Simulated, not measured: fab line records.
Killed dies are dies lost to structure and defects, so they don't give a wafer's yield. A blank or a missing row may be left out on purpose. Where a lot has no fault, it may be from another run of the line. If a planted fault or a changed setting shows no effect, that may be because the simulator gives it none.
Which of the tools did it? | flow nand-harc | 6 lots, 18 wafers sampled, at 2 steps of a route of 1159

WHAT THE GAUGES READ, wafer by wafer
NHARC_P_ZERO_WELL_CD_MEAS_37: the cd target is 720 nm.
lot  | measured    | on        | cd-nm (nm)
L580 | day 2 10:08 | cd-sem-02 | 720.0 719.8 720.5
L582 | day 2 22:07 | cd-sem-02 | 718.7 719.8 720.5
L585 | day 3 16:19 | cd-sem-03 | 720.3 720.8 723.0
L591 | day 5 04:39 | cd-sem-02 | 721.5 722.7 722.6
L594 | day 5 22:01 | cd-sem-03 | 718.7 721.5 720.8
L597 | day 6 16:13 | cd-sem-01 | 719.0 718.7 719.6

EACH LOT AND THE TOOL THAT RAN IT (in order: tool; ch and the chambers of the sampled wafers; start)
lot  | NHARC_P_ZERO_WELL_ETCH_63
L580 | rie-si-02 ch 0,2,3, day 2 07:40
L582 | rie-si-06 ch 2,3, day 2 19:33
L585 | rie-si-02 ch 1,2,3, day 3 13:41
L591 | rie-si-02 ch 0,1, day 5 02:03
L594 | rie-si-02 ch 0,3, day 5 19:42
L597 | rie-si-06 ch 0,1,3, day 6 13:40
- NHARC_P_ZERO_WELL_ETCH_63: etches the open film in HBr/Cl2, target depth 120 nm, time 40.1 s.

THE ANSWER, worked out from the rows above alone
Rule: usual is defined by the lots themselves. Put in order of their means at a reading, lots are off if they are a third of the lots or fewer, leave a main group of 4 or more, and stand apart from it by a gap of 3 or more times the standard deviation of the main group's means; of several such gaps the widest counts. A main group is skipped when, at the precision printed for the reading in the tables above, its means are all equal. Also off: a lot with no number at a reading for which 4 or more lots have one. All remaining lots with rows at the step are treated as sound.
No lot is off at any reading shown: from this, nothing can be told.

WHAT HAD BEEN PUT IN BY THE SIMULATOR
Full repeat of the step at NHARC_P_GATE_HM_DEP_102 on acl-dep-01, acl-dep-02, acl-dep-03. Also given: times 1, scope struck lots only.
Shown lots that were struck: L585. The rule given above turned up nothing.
